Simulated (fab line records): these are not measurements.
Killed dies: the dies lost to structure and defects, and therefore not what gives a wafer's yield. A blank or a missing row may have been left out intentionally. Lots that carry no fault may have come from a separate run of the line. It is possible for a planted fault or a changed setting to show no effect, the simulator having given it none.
One fault seen from 3 desks	flow nandHarc	each desk holds nothing but its own numbers, with what lay behind them at the end

## TOOL OWNER'S DESK, lithoTrack-04
The tool's own readings at NHARC_P_M2_PEB_07 (peb time 65 s): means of the sampled wafers that have a number, for each lot that ran on this tool. If a lot's mean is further than 4 standard deviations from the usual mean, the lot is out of limits and carries the mark OUT (the distance appears in the brackets).
Columns: A = heaterPowerTotalW at NHARC_P_M2_PEB_07, usual 156.6 W; B = resistLineTempC at NHARC_P_M2_PEB_07, usual 23.00 C
lot	first seen here	A	B
L704	day 6 04:14	156.4	22.99
L709	day 7 09:14	156.6	23.00
L713	day 8 20:17	167.5 (+27) OUT	22.93
L716	day 9 17:01	167.7 (+28) OUT	22.94
This desk's finding: out of limits on L713, L716; first on L713, day 8 20:17 (heaterPowerTotalW at NHARC_P_M2_PEB_07). In limits: L704, L709.

## AT THE METROLOGY DESK
What the gauges read, lot by lot, whatever tool the lot ran on: means of the sampled wafers that have a number. If a lot's mean is further than 4 standard deviations from the usual mean, the lot is out of limits and carries the mark OUT (the distance appears in the brackets).
Columns: A = cdNm at NHARC_P_M2_CD_MEAS_09, usual 170.1 nm
lot	first seen here	A
L704	day 6 04:19	170.9
L706	day 6 19:51	171.0
L705	day 6 20:08	171.3
L707	day 6 21:56	170.5
L709	day 7 09:19	170.2
L713	day 8 20:22	166.5 (-5.3) OUT
L714	day 8 22:06	170.1
L716	day 9 17:05	166.0 (-6.0) OUT
L718	day 9 18:37	169.6
L723	day 11 06:20	169.3
L725	day 11 11:04	169.4
This desk's finding: out of limits on L713, L716; first on L713, day 8 20:22 (cdNm at NHARC_P_M2_CD_MEAS_09). In limits: L704, L706, L705, L707, L709, L714, L718, L723, L725.

## THE DEFECT DESK
Inspection counts along the route, by lot: the mean over sampled wafers that carry a number. If a lot's mean is further than 4 standard deviations from the usual mean, the lot is out of limits and carries the mark OUT (the distance appears in the brackets).
Columns: A = rawDefectCount at NHARC_P_M1_INSPECT_27, usual 321
lot	first seen here	A
L704	day 6 02:56	285
L706	day 6 18:13	271
L705	day 6 18:46	391
L707	day 6 20:34	384
L709	day 7 08:04	466
L713	day 8 19:05	205
L714	day 8 20:43	269
L716	day 9 15:41	229
L718	day 9 17:21	210
L723	day 11 04:58	316
L725	day 11 09:32	339
Finding of this desk: none of the 11 lots has anything out of limits.

## BROUGHT TOGETHER
An alarm could have come from the tool owner's desk at day 8 20:17, on L713, L716.
Metrology desk: alarm possible at day 8 20:22 on L713, L716.
No out-of-limits result turned up at the defect desk.
The defect desk has L713, L716 on record, within its limits.
All the named lots went through NHARC_P_M2_PEB_07 on lithoTrack-04.

## WHAT HAD BEEN PUT IN BY THE SIMULATOR
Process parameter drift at NHARC_P_M2_PEB_07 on lithoTrack-04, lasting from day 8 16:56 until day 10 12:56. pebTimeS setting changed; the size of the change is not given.
Lots struck among those shown: L713, L716.
Delay (hours) between the fault's onset and each desk's first out-of-limits reading: 3 at the tool owner's desk, 3 at the metrology desk.
